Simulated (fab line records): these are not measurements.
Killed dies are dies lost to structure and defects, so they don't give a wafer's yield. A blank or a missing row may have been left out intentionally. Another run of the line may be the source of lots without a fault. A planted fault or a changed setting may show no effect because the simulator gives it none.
fab line records	flow n5_finfet
record lots=9	wafers=27	last_day=18
route steps=1938 shown MOL_CONTACT_COAG@617 BEOL_M0_SAQP@632 BEOL_M4@1111 PASSIVATION@1936
lots with no fault: from the same line, run without faults
start_h: hours from the record's first day to the start of the lot's first wafer shown	wait_h: hours from the lot's prior step to this one	" as in the row above	L1.1+2: a row that stands for several wafers	- no value present, or no start provided	* or withheld: withheld	< > ~ a bound
route shown NAME@n: a module of which the file shows steps, and the number in the route of the first	usual: average and standard deviation across the fault-free wafers	same: alike in all rows	chamber/n: place in a boat	sites: readings site by site	_std_site: the standard deviation of these	_edge_site: inner sites' mean taken away from outer sites' mean	radius_mm: how far each site lies from the wafer's centre	mask NAME#n: copy n	behind: the tool/chamber that last shaped the wafer	hold: why the lot was held/for how many hours/how that ended	device: the transistor (n, p or np) that didn't switch	end of line: the same wafers' tests at the end of the route	a step given without rows: its recipe and nothing more	killed: dies that structure and defects cost at the first sort, which is not the same as the wafer's yield	map: per-die view of a wafer (x killed, . not killed, _ where there is no die)
set.NAME: the setting that was run; set.NAME@STEP: the one run at that earlier step	model.NAME: the simulator's own value behind a step, which no gauge read
steps of the route over a sample of lots; a table a step, a row a wafer
services: when a tool's chamber went out of use (start_h, in hours from the record's first day, below 0 if earlier), for how many hours, and the reason
## steps
# step N5_MOL_CONTACT_COAG_ETCH_48
# recipe chemistry=C4F6/O2	target_depth_a=150	overetch_a=45	mask_material=SOC	target=SiOC	bias_w=465	pressure_mtorr=10	time_s=17	source_w=335	Ar_flow_sccm=300	C4F6_flow_sccm=10	O2_flow_sccm=10	ion_energy_ev=576
# usual bias_w=465.0/1.4	drypump_motor_current_A=5.9/0.42	oes_f_703_au=0.75/0.066	oes_product_au=0.64/0.066	rf_vpp_V=1587/31	showerhead_plenum_p_Torr=2.83/0.094	throttle_valve_pct=40.57/0.26
lot.wafer	tool	chamber	start_h	wait_h	bias_w	drypump_motor_current_A	oes_f_703_au	oes_product_au	rf_hours_counter_h	rf_vpp_V	showerhead_plenum_p_Torr	throttle_valve_pct
L839.1	rie_diel-03	2	106.06	0.0	464.8	5.5	0.71	0.61	216	1553	2.81	40.68
L839.3	"	0	"	"	466.7	6.3	0.70	0.57	215	1575	2.80	40.17
L839.5	"	1	"	"	465.0	6.4	0.79	0.70	-	1547	2.88	40.89
L844.1	rie_diel-02	3	137.07	0.0	463.5	5.9	0.87	0.72	34	1568	2.76	40.51
L844.3	"	1	"	"	464.8	5.4	0.71	0.64	169	1618	2.98	40.85
L844.5	"	0	"	"	465.2	6.4	0.76	0.63	-	1599	2.63	40.49
L846.2	rie_diel-03	2	148.38	0.0	465.3	5.5	0.70	0.57	230	1552	2.80	40.67
L846.3	"	1	"	"	462.9	6.3	0.78	0.64	109	1546	2.87	40.87
L846.5	"	3	"	"	465.8	6.0	0.74	0.60	-	1550	2.83	40.13
L849.2	rie_diel-02	3	170.62	0.0	463.9	5.9	0.86	0.75	44	1568	2.76	40.52
L849.3	"	0	"	"	464.6	6.3	0.75	0.63	143	1600	2.63	40.51
L849.5	"	0	"	"	462.6	6.4	0.76	0.59	-	1600	2.63	40.50
L850.1	rie_diel-03	1	179.77	0.0	465.6	6.3	0.77	0.61	120	1547	2.87	40.90
L850.4	"	0	"	"	463.6	6.3	0.69	0.59	238	1574	2.79	40.20
L850.6	"	2	"	"	465.6	5.5	0.70	0.59	-	1551	2.80	40.70
L854.1	rie_diel-05	1	201.28	0.0	465.6	5.1	0.73	0.57	224	1592	2.93	40.56
L854.2	"	2	"	"	465.2	5.5	0.87	0.72	25	1629	2.78	40.44
L854.6	"	2	"	"	464.3	5.5	0.86	0.73	-	1629	2.78	40.44
L856.1	rie_diel-03	0	218.13	0.0	462.2	6.3	0.69	0.59	252	1575	2.78	40.23
L856.2	"	3	"	"	465.7	6.0	0.71	0.62	209	1548	2.82	40.14
L856.6	"	3	"	"	464.4	5.9	0.71	0.61	-	1547	2.82	40.14
L858.1	rie_diel-03	1	227.20	0.0	465.7	6.3	0.76	0.65	136	1547	2.86	40.93
L858.5	"	2	"	"	465.3	5.5	1.03	0.88	-	1552	2.79	40.26
L858.6	"	3	"	"	464.7	5.9	0.71	0.60	-	1548	2.82	40.16
L861.1	rie_diel-05	3	248.56	0.0	466.2	6.5	0.69	0.62	228	1603	2.93	40.65
L861.3	"	2	"	"	466.4	5.5	0.84	0.76	41	1629	2.78	40.47
L861.5	"	0	"	"	466.7	5.8	0.71	0.64	-	1593	2.91	40.79
# step N5_BEOL_M0_SAQP_PECVD_00
# recipe material=SiCN	target_thk_a=80	temp_c=withheld	precursor=3MS/NH3	pressure_torr=3	rf_w=202	time_s=14
# usual showerhead_plenum_p_Torr=3.667/0.012	throttle_valve_pct=9.0/0.44
lot.wafer	tool	chamber	start_h	wait_h	showerhead_plenum_p_Torr	throttle_valve_pct
L839.1	pecvd-03	0	111.45	0.2	3.685	9.6
L839.3	"	2	"	"	3.646	9.0
L839.5	"	0	"	"	3.687	9.7
L844.1	pecvd-02	0	141.49	0.2	3.675	9.3
L844.3	"	1	"	"	3.658	9.5
L844.5	"	2	"	"	3.642	8.7
L846.2	pecvd-04	0	152.94	0.2	3.661	8.5
L846.3	"	1	"	"	3.676	9.6
L846.5	"	1	"	"	3.672	9.2
L849.2	pecvd-02	1	175.04	0.2	3.667	9.3
L849.3	"	2	"	"	3.647	9.2
L849.5	"	0	"	"	3.677	9.1
L850.1	pecvd-04	1	184.19	0.2	3.687	9.7
L850.4	"	1	"	"	3.682	9.5
L850.6	"	2	"	"	3.669	8.8
L854.1	pecvd-04	0	206.78	0.2	3.669	8.4
L854.2	"	1	"	"	3.672	9.5
L854.6	"	0	"	"	3.659	8.6
L856.1	pecvd-02	0	222.60	0.2	3.677	9.3
L856.2	"	2	"	"	3.644	9.1
L856.6	"	0	"	"	3.673	9.2
L858.1	pecvd-02	2	231.62	0.2	3.645	8.9
L858.5	"	1	"	"	3.657	9.3
L858.6	"	0	"	"	3.681	9.4
L861.1	pecvd-04	1	252.97	0.2	3.672	9.8
L861.3	"	2	"	"	3.668	8.3
L861.5	"	0	"	"	3.656	8.5
# step N5_BEOL_M0_SAQP_COAT_82
# recipe resist=SiARC	temp_c=220	time_s=60	spin_rpm=1500	resist_thk_nm=30
# usual exhaust_pa=44.9/0.86	spin_speed_rpm=1500.1/1.1
lot.wafer	tool	chamber	start_h	wait_h	exhaust_pa	spin_speed_rpm
L839.1	litho_track-05	0	113.31	-	45.0	1498.3
L839.3	"	0	"	"	45.7	1498.6
L839.5	"	0	"	"	45.5	1500.1
L844.1	litho_track-03	0	142.73	-	46.3	1425.7
L844.3	"	0	"	"	44.3	1428.1
L844.5	"	0	"	"	44.1	1428.4
L846.2	litho_track-03	0	153.64	-	44.8	1425.6
L846.3	"	0	"	"	44.3	1428.1
L846.5	"	0	"	"	44.6	1426.0
L849.2	litho_track-05	0	177.22	-	45.5	1501.0
L849.3	"	0	"	"	43.4	1499.6
L849.5	"	0	"	"	45.4	1499.3
L850.1	litho_track-01	0	186.69	-	44.2	1502.3
L850.4	"	0	"	"	43.1	1498.7
L850.6	"	0	"	"	44.3	1499.7
L854.1	litho_track-01	0	208.19	-	43.8	1499.3
L854.2	"	0	"	"	45.8	1499.8
L854.6	"	0	"	"	44.8	1499.8
L856.1	litho_track-03	0	224.63	-	45.2	1499.8
L856.2	"	0	"	"	44.8	1500.0
L856.6	"	0	"	"	44.4	1499.7
L858.1	litho_track-03	0	232.41	-	45.9	1499.9
L858.5	"	0	"	"	45.6	1498.9
L858.6	"	0	"	"	45.8	1499.6
L861.1	litho_track-03	0	253.96	-	44.8	1501.9
L861.3	"	0	"	"	43.2	1500.7
L861.5	"	0	"	"	44.9	1497.8
# step N5_BEOL_M0_SAQP_OVL_MEAS_15
# recipe points_per_wafer=44
# usual M0_CORE_OVL=-0.3/0.77
lot.wafer	tool	chamber	start_h	wait_h	M0_CORE_OVL[nm]
L839.1	overlay-01	0	113.71	0.0	-0.7
L839.3	"	0	"	"	-0.9
L839.5	"	0	"	"	-0.8
L844.1	overlay-02	0	143.13	0.0	-1.1
L844.3	"	0	"	"	-1.8
L844.5	"	0	"	"	-0.3
L846.2	overlay-02	0	154.04	0.0	0.1
L846.3	"	0	"	"	-1.6
L846.5	"	0	"	"	0.3
L849.2	overlay-01	0	177.50	0.0	-0.3
L849.3	"	0	"	"	-0.9
L849.5	"	0	"	"	-0.3
L850.1	overlay-02	0	186.96	0.0	-1.1
L850.4	"	0	"	"	-1.0
L850.6	"	0	"	"	-0.6
L854.1	overlay-02	0	208.47	0.0	-1.5
L854.2	"	0	"	"	-0.8
L854.6	"	0	"	"	-0.7
L856.1	overlay-02	0	225.03	0.0	-0.5
L856.2	"	0	"	"	-0.2
L856.6	"	0	"	"	-0.7
L858.1	overlay-02	0	232.81	0.0	-0.1
L858.5	"	0	"	"	-0.3
L858.6	"	0	"	"	-0.3
L861.1	overlay-02	0	254.23	0.0	-0.7
L861.3	"	0	"	"	-0.3
L861.5	"	0	"	"	-0.8
# step N5_BEOL_M4_RC_MEAS_101
# usual DIBL_N=35.9/1.8	DIBL_P=36.2/2	IOFF_N=0.16/0.031	IOFF_P=0.22/0.041	ION_N=676/11	ION_P=465/8.5	SS_N=71.4/0.64	SS_P=73.2/0.7	VT_N=250/3.5	VT_P=-250/3.9
lot.wafer	tool	chamber	start_h	wait_h	DIBL_N[mV/V]	DIBL_P[mV/V]	IOFF_N[nA/um]	IOFF_P[nA/um]	ION_N[uA/um]	ION_P[uA/um]	SS_N[mV/dec]	SS_P[mV/dec]	VT_N[mV]	VT_P[mV]
L839.1	prober-02	0	172.36	0.0	35.3	37.7	0.15	0.21	681	472	70.8	73.5	250	-250
L839.3	"	0	"	"	34.0	35.3	0.13	0.18	657	456	70.9	73.1	253	-252
L839.5	"	0	"	"	35.9	37.8	0.16	0.22	688	467	70.8	73.5	251	-249
L844.1	prober-02	0	203.17	0.0	36.7	36.8	0.15	0.18	670	456	70.9	73.6	252	-256
L844.3	"	0	"	"	38.2	39.8	0.19	0.24	684	464	71.9	73.7	248	-250
L844.5	"	0	"	"	37.1	37.2	0.15	0.20	666	458	70.8	73.7	251	-253
L846.2	prober-01	0	231.62	0.2	34.9	37.0	0.15	0.21	687	466	71.2	73.0	249	-249
L846.3	"	0	"	"	35.7	37.8	0.17	0.23	681	467	72.0	73.2	251	-249
L846.5	"	0	"	"	34.9	37.7	0.15	0.23	675	468	71.4	73.7	249	-249
L849.2	prober-01	0	242.24	0.2	36.9	35.8	0.16	0.21	675	461	72.6	73.1	249	-250
L849.3	"	0	"	"	35.8	34.5	0.14	0.19	665	453	71.9	73.6	251	-252
L849.5	"	0	"	"	37.7	36.8	0.17	0.23	680	463	71.8	73.5	249	-247
L850.1	prober-02	0	243.81	0.0	35.2	36.3	0.16	0.22	689	471	71.2	74.0	249	-249
L850.4	"	0	"	"	35.5	36.5	0.17	0.22	673	463	71.4	74.3	247	-249
L850.6	"	0	"	"	32.4	32.3	0.11	0.17	650	456	71.5	72.7	256	-249
L854.1	prober-01	0	266.56	0.0	37.0	35.9	0.19	0.23	682	465	72.1	72.8	244	-248
L854.2	"	0	"	"	35.4	35.0	0.14	0.20	678	468	72.1	72.6	251	-251
L854.6	"	0	"	"	36.2	35.4	0.16	0.21	671	462	72.0	73.4	250	-251
L856.1	prober-02	0	284.66	0.0	36.1	35.7	0.13	0.20	661	461	70.1	73.6	252	-250
L856.2	"	0	"	"	42.1	43.3	0.29	0.37	712	481	71.9	74.9	239	-239
L856.6	"	0	"	"	37.3	37.6	0.16	0.25	677	469	70.5	74.3	250	-246
L858.1	prober-01	0	292.51	0.0	36.6	37.1	0.16	0.25	684	476	71.8	72.6	248	-247
L858.5	"	0	"	"	37.2	37.5	0.16	0.26	673	470	71.3	73.7	251	-247
L858.6	"	0	"	"	38.2	39.3	0.21	0.30	702	484	71.5	73.6	244	-246
L861.1	prober-02	0	321.11	0.0	35.7	35.5	0.13	0.15	676	456	70.6	73.4	250	-258
L861.3	"	0	"	"	35.4	35.8	0.13	0.15	678	464	70.6	72.5	254	-259
L861.5	"	0	"	"	35.6	36.1	0.14	0.15	675	452	71.2	73.0	249	-256
# step N5_PASSIVATION_PROBE_49
# usual defect_limited_yield=91.3/1.3	killed_at_M0_to_M3=35/9.3	killed_at_M4_up=14/5.2	killed_at_contacts=12/5.9	killed_at_front_end=38/11	killed_at_other=4/3.7	killed_dies=103/15	killed_open=67/12	killed_short=34/8	sort_bin_5_function=5.1/0.88	sort_bin_6_memory=3.3/0.65	sort_bin_8_speed=0.00/0.03	sort_n_pass=1077/15	sort_yield_pct=91.3/1.3
# same gross_dies=1180	killed_at_back_side=0	sort_bin_4_leakage[%]=0
lot.wafer	tool	chamber	start_h	wait_h	defect_limited_yield[%]	killed_at_M0_to_M3	killed_at_M4_up	killed_at_contacts	killed_at_front_end	killed_at_other	killed_dies	killed_open	killed_short	sort_bin_5_function[%]	sort_bin_6_memory[%]	sort_bin_8_speed[%]	sort_n_pass	sort_yield_pct[%]
L839.1	prober-01	-	285.41	0.4	91.3	27	11	13	46	6	103	68	34	5.8	2.6	0	1077	91.3
L839.3	prober-01	-	285.51	0.5	92.2	39	10	14	21	8	92	61	29	4.7	2.6	0	1088	92.2
L839.5	prober-01	-	285.61	0.6	92.7	35	14	12	22	3	86	59	26	3.4	3.7	0	1094	92.7
L844.1	prober-02	-	315.42	0.0	90.2	39	14	13	49	1	116	87	29	5.9	3.8	0	1064	90.2
L844.3	prober-02	-	315.52	0.1	89.9	27	18	9	64	1	119	82	35	5.7	4.2	0	1061	89.9
L844.5	prober-02	-	315.62	0.2	90.3	40	24	7	41	2	114	86	26	5.8	3.8	0	1066	90.3
L846.2	prober-02	-	341.97	0.1	89.9	39	21	15	44	0	119	92	27	6.8	2.9	0	1061	89.9
L846.3	prober-02	-	342.02	0.1	89.7	47	21	7	30	16	121	79	40	5.5	4.6	0	1059	89.7
L846.5	prober-02	-	342.12	0.2	92.0	39	16	6	27	6	94	56	35	4.8	3.0	0	1086	92.0
L850.1	prober-01	-	355.96	0.0	94.7	26	5	13	17	1	62	36	25	3.0	1.9	0	1118	94.7
L850.4	prober-01	-	356.11	0.2	92.4	37	13	1	32	7	90	51	39	4.4	2.9	0	1090	92.4
L850.6	prober-01	-	356.21	0.3	90.7	43	14	15	35	3	110	65	42	5.4	3.5	0	1070	90.7
L849.2	prober-02	-	361.33	0.1	88.6	42	14	6	63	10	135	91	43	7.9	3.4	0	1045	88.6
L849.3	prober-02	-	361.38	0.1	89.2	40	25	8	46	9	128	77	45	6.7	3.7	0	1052	89.2
L849.5	prober-02	-	361.48	0.2	90.1	38	9	5	55	10	117	79	37	6.0	3.6	0	1063	90.1
L854.1	prober-02	-	382.58	0.0	87.5	50	15	19	59	5	148	92	53	7.0	4.9	0.08	1032	87.5
L854.2	prober-02	-	382.63	0.1	92.1	33	12	7	35	6	93	64	29	4.7	2.9	0	1087	92.1
L854.6	prober-02	-	382.83	0.3	90.7	44	10	6	45	5	110	66	42	5.7	3.5	0	1070	90.7
L856.1	prober-02	-	394.32	0.0	90.2	33	14	14	47	8	116	81	33	5.7	3.7	0	1064	90.2
L856.2	prober-02	-	394.37	0.1	90.7	30	11	14	50	5	110	75	34	5.0	3.8	0	1070	90.7
L856.6	prober-02	-	394.57	0.3	89.9	42	19	12	39	7	119	88	28	6.4	3.4	0	1061	89.9
L858.1	prober-01	-	397.83	0.0	90.9	34	8	11	40	14	107	72	34	5.3	3.4	0	1073	90.9
L858.5	prober-01	-	398.03	0.2	91.4	25	14	26	32	4	101	71	28	5.3	2.6	0	1079	91.4
L858.6	prober-01	-	398.08	0.3	91.8	31	9	15	35	7	97	59	37	4.8	3.2	0	1083	91.8
L861.1	prober-02	-	430.75	0.0	91.7	29	20	5	43	1	98	70	27	4.6	3.4	0	1082	91.7
L861.3	prober-02	-	430.85	0.1	89.1	46	26	15	41	1	129	96	33	7.3	3.5	0	1051	89.1
L861.5	prober-02	-	430.95	0.2	91.0	54	19	5	28	0	106	69	37	5.1	3.5	0	1074	91.0
# killed by level:class
L839.1 BEOL_M3:geometric_particle:open=14 STI_FIN_REVEAL:geometric_particle:open=13 MOL_CONTACT_COAG:geometric_particle:open=10 BEOL_M0_SAQP:geometric_particle:short=6 STARTING-WAFER:geometric_particle:short=6 FIN_SAQP:geometric_particle:open=4 STARTING-WAFER:geometric_particle:open=4 BEOL_M0_SAQP:geometric_particle:open=4
L839.3 BEOL_M0_SAQP:geometric_particle:open=12 MOL_CONTACT_COAG:geometric_particle:open=10 BEOL_M3:geometric_particle:open=9 BEOL_M0_SAQP:geometric_particle:short=9 DUMMY_GATE:geometric_particle:open=5 BEOL_M1:geometric_particle:open=5 MOL_CONTACT_COAG:geometric_particle:short=4 FIN_SAQP:geometric_particle:short=3
L839.5 BEOL_M0_SAQP:geometric_particle:open=12 MOL_CONTACT_COAG:geometric_particle:open=11 BEOL_M3:geometric_particle:open=7 STI_FIN_REVEAL:geometric_particle:open=5 BEOL_M0_SAQP:geometric_particle:short=5 BEOL_M3:geometric_particle:short=5 DUMMY_GATE:geometric_particle:open=4 BEOL_M4:geometric_particle:open=4
L844.1 STI_FIN_REVEAL:geometric_particle:open=15 FIN_SAQP:geometric_particle:open=11 MOL_CONTACT_COAG:geometric_particle:open=11 BEOL_M0_SAQP:geometric_particle:short=11 BEOL_M0_SAQP:geometric_particle:open=7 BEOL_M1:geometric_particle:open=6 BEOL_M3:geometric_particle:open=6 FIN_SAQP:geometric_particle:short=5
L844.3 FIN_SAQP:geometric_particle:open=14 STI_FIN_REVEAL:geometric_particle:open=12 BEOL_M4:geometric_particle:open=8 MOL_CONTACT_COAG:geometric_particle:open=7 GATE_CUT:geometric_particle:open=7 FIN_SAQP:geometric_particle:short=6 BEOL_M0_SAQP:geometric_particle:open=6 STI_FIN_REVEAL:geometric_particle:short=5
L844.5 FIN_SAQP:geometric_particle:open=10 BEOL_M0_SAQP:geometric_particle:open=10 FIN_SAQP:geometric_particle:short=9 BEOL_M3:geometric_particle:open=9 STI_FIN_REVEAL:geometric_particle:open=8 BEOL_M4:geometric_particle:open=8 MOL_CONTACT_COAG:geometric_particle:open=7 BEOL_M2:geometric_particle:open=7
L846.2 MOL_CONTACT_COAG:geometric_particle:open=14 FIN_SAQP:geometric_particle:open=13 BEOL_M4:geometric_particle:open=11 STI_FIN_REVEAL:geometric_particle:open=9 BEOL_M3:geometric_particle:open=8 BEOL_M0_SAQP:geometric_particle:open=8 FIN_SAQP:geometric_particle:short=7 BEOL_M0_SAQP:geometric_particle:short=6
L846.3 BEOL_M0_SAQP:geometric_particle:short=11 BEOL_M0_SAQP:geometric_particle:open=11 BEOL_M2:geometric_particle:open=11 BEOL_M4:geometric_particle:open=9 STI_FIN_REVEAL:geometric_particle:open=8 FIN_SAQP:geometric_particle:open=7 MOL_CONTACT_COAG:geometric_particle:open=7 BEOL_M0:geometric_particle:open=6
L846.5 BEOL_M0_SAQP:geometric_particle:short=9 BEOL_M0_SAQP:geometric_particle:open=8 BEOL_M3:geometric_particle:open=7 MOL_CONTACT_COAG:geometric_particle:open=5 BEOL_M3:geometric_particle:short=5 BEOL_M4:geometric_particle:open=5 BEOL_M5:geometric_particle:open=5 FIN_SAQP:geometric_particle:open=4
L850.1 BEOL_M0_SAQP:geometric_particle:open=10 BEOL_M0_SAQP:geometric_particle:short=8 MOL_CONTACT_COAG:geometric_particle:open=7 MOL_CONTACT_COAG:geometric_particle:short=6 FIN_SAQP:geometric_particle:open=4 FIN_SAQP:geometric_particle:short=4 BEOL_M1:geometric_particle:open=4 DUMMY_GATE:geometric_particle:open=3
L850.4 BEOL_M0_SAQP:geometric_particle:short=14 BEOL_M0_SAQP:geometric_particle:open=11 GATE_CUT:geometric_particle:short=7 BEOL_M4:geometric_particle:open=6 BEOL_M3:geometric_particle:open=5 DUMMY_GATE:geometric_particle:short=4 BEOL_M2:geometric_particle:open=4 FIN_SAQP:geometric_particle:open=3
L850.6 BEOL_M0_SAQP:geometric_particle:short=18 MOL_CONTACT_COAG:geometric_particle:open=12 BEOL_M0_SAQP:geometric_particle:open=10 FIN_SAQP:geometric_particle:short=6 BEOL_M4:geometric_particle:open=6 FIN_SAQP:geometric_particle:open=5 STI_FIN_REVEAL:geometric_particle:open=4 DUMMY_GATE:geometric_particle:open=4
L849.2 FIN_SAQP:geometric_particle:open=20 STI_FIN_REVEAL:geometric_particle:open=16 FIN_SAQP:geometric_particle:short=10 BEOL_M0_SAQP:geometric_particle:open=9 BEOL_M1:geometric_particle:open=8 BEOL_M0_SAQP:geometric_particle:short=6 BEOL_M4:geometric_particle:open=6 MOL_CONTACT_COAG:geometric_particle:open=5
L849.3 FIN_SAQP:geometric_particle:short=13 BEOL_M0_SAQP:geometric_particle:short=12 BEOL_M5:geometric_particle:open=10 BEOL_M0_SAQP:geometric_particle:open=9 FIN_SAQP:geometric_particle:open=8 STI_FIN_REVEAL:geometric_particle:open=8 BEOL_M4:geometric_particle:open=7 BEOL_M0:geometric_particle:open=7
L849.5 STI_FIN_REVEAL:geometric_particle:open=17 FIN_SAQP:geometric_particle:open=12 BEOL_M0:geometric_particle:open=10 FIN_SAQP:geometric_particle:short=8 BEOL_M0_SAQP:geometric_particle:short=8 BEOL_M1:geometric_particle:open=8 GATE_CUT:geometric_particle:short=6 BEOL_M3:geometric_particle:open=5
L854.1 BEOL_M0_SAQP:geometric_particle:short=18 STI_FIN_REVEAL:geometric_particle:open=16 MOL_CONTACT_COAG:geometric_particle:open=16 FIN_SAQP:geometric_particle:open=13 BEOL_M0_SAQP:geometric_particle:open=13 FIN_SAQP:geometric_particle:short=10 BEOL_M3:geometric_particle:open=9 BEOL_M4:geometric_particle:open=5
L854.2 BEOL_M0_SAQP:geometric_particle:open=11 BEOL_M1:geometric_particle:open=10 FIN_SAQP:geometric_particle:open=9 FIN_SAQP:geometric_particle:short=8 BEOL_M0_SAQP:geometric_particle:short=8 MOL_CONTACT_COAG:geometric_particle:open=6 STI_FIN_REVEAL:geometric_particle:open=4 BEOL_M4:geometric_particle:open=3
L854.6 BEOL_M0_SAQP:geometric_particle:short=17 BEOL_M0_SAQP:geometric_particle:open=13 FIN_SAQP:geometric_particle:open=10 BEOL_M3:geometric_particle:open=10 GATE_CUT:geometric_particle:short=8 STI_FIN_REVEAL:geometric_particle:open=6 GATE_CUT:geometric_particle:open=5 ILD0:geometric_particle:open=4
L856.1 MOL_CONTACT_COAG:geometric_particle:open=10 FIN_SAQP:geometric_particle:open=9 STI_FIN_REVEAL:geometric_particle:open=9 DUMMY_GATE:geometric_particle:open=9 BEOL_M0:geometric_particle:open=8 BEOL_M0_SAQP:geometric_particle:open=6 BEOL_M2:geometric_particle:open=5 BEOL_M4:geometric_particle:open=5
L856.2 STI_FIN_REVEAL:geometric_particle:open=16 MOL_CONTACT_COAG:geometric_particle:open=10 BEOL_M2:geometric_particle:open=10 DUMMY_GATE:geometric_particle:open=8 FIN_SAQP:geometric_particle:short=6 BEOL_M5:geometric_particle:open=5 GATE_CUT:geometric_particle:short=4 MOL_CONTACT_COAG:geometric_particle:short=4
L856.6 BEOL_M0_SAQP:geometric_particle:open=14 DUMMY_GATE:geometric_particle:open=11 MOL_CONTACT_COAG:geometric_particle:open=10 STI_FIN_REVEAL:geometric_particle:open=8 BEOL_M5:geometric_particle:open=7 FIN_SAQP:geometric_particle:open=6 BEOL_M2:geometric_particle:open=6 BEOL_M3:geometric_particle:open=5
L858.1 MOL_CONTACT_COAG:geometric_particle:open=11 BEOL_M3:geometric_particle:open=10 STI_FIN_REVEAL:geometric_particle:open=8 GATE_CUT:geometric_particle:short=6 BEOL_M0_SAQP:geometric_particle:short=6 BEOL_M0_SAQP:geometric_particle:open=6 DUMMY_GATE:geometric_particle:open=5 ILD0:geometric_particle:short=5
L858.5 MOL_CONTACT_COAG:geometric_particle:open=19 BEOL_M3:geometric_particle:open=11 MOL_CONTACT_COAG:geometric_particle:short=7 BEOL_M4:geometric_particle:open=6 STI_FIN_REVEAL:geometric_particle:open=5 BEOL_M2:geometric_particle:open=5 FIN_SAQP:geometric_particle:open=4 FIN_SAQP:geometric_particle:short=4
L858.6 MOL_CONTACT_COAG:geometric_particle:open=12 BEOL_M0_SAQP:geometric_particle:short=9 FIN_SAQP:geometric_particle:open=7 BEOL_M0_SAQP:geometric_particle:open=7 DUMMY_GATE:geometric_particle:open=5 DUMMY_GATE:geometric_particle:short=4 GATE_CUT:geometric_particle:short=4 BEOL_M1:geometric_particle:open=4
L861.1 BEOL_M3:geometric_particle:open=12 FIN_SAQP:geometric_particle:open=11 BEOL_M4:geometric_particle:open=10 FIN_SAQP:geometric_particle:short=7 STI_FIN_REVEAL:geometric_particle:open=7 BEOL_M2:geometric_particle:open=6 BEOL_M0_SAQP:geometric_particle:open=4 BEOL_M3:geometric_particle:short=4
L861.3 BEOL_M4:geometric_particle:open=17 MOL_CONTACT_COAG:geometric_particle:open=13 BEOL_M2:geometric_particle:open=12 BEOL_M0_SAQP:geometric_particle:open=11 FIN_SAQP:geometric_particle:open=8 BEOL_M3:geometric_particle:open=8 STI_FIN_REVEAL:geometric_particle:open=6 BEOL_M0_SAQP:geometric_particle:short=6
L861.5 BEOL_M0_SAQP:geometric_particle:short=13 BEOL_M2:geometric_particle:open=13 BEOL_M1:geometric_particle:open=8 STI_FIN_REVEAL:geometric_particle:open=7 BEOL_M0_SAQP:geometric_particle:open=7 GATE_CUT:geometric_particle:open=6 BEOL_M4:geometric_particle:open=6 MOL_CONTACT_COAG:geometric_particle:open=5
## services
tool	chamber	start_h	hours	kind
pecvd-04	0	88.82	5.5	scheduled_down
pecvd-02	0	93.37	2.1	scheduled_down
pecvd-02	0	108.36	12.0	repair
pecvd-02	2	119.90	5.5	scheduled_down
pecvd-04	1	127.87	2.1	scheduled_down
pecvd-02	2	133.82	2.1	scheduled_down
rie_diel-05	1	141.45	1.7	repair
pecvd-04	0	150.36	2.1	scheduled_down
pecvd-03	-	153.80	47.8	repair
pecvd-02	1	154.51	5.5	scheduled_down
pecvd-04	1	177.27	5.5	scheduled_down
pecvd-04	-	180.72	0.2	repair
pecvd-04	2	194.24	5.5	scheduled_down
rie_diel-03	2	203.59	-	clean
rie_diel-03	2	203.59	-	consumable_replace:focus_ring
rie_diel-03	2	203.59	17.8	scheduled_down
rie_diel-03	2	203.59	17.8	vent_cycle
litho_track-03	-	211.95	-	consumable_replace:filter
rie_diel-03	1	217.32	3.5	repair
rie_diel-03	0	221.39	-	clean
rie_diel-03	0	221.39	-	consumable_replace:focus_ring
rie_diel-03	0	221.39	21.7	scheduled_down
rie_diel-03	0	221.39	21.7	vent_cycle
pecvd-02	2	252.11	3.4	repair
## key
first_sign step=N5_BEOL_M0_SAQP_COAT_82	reading=spin_speed_rpm	direction=down	sigmas=64	usual=*	struck=*
effect none on later readings
met_at N5_BEOL_M0_SAQP_COAT_82
struck_lots L844,L846
not_acting_at N5_MOL_CONTACT_COAG_ETCH_48,N5_BEOL_M0_SAQP_PECVD_00,N5_BEOL_M0_SAQP_OVL_MEAS_15
fault kind=process_parameter_drift	tool=litho_track-03	chamber=-	onset_h=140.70	steps=N5_BEOL_M0_SAQP_COAT_82	channel=spin_rpm	offset=*	shape=step	end_h=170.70	acts_in=*	stated=*
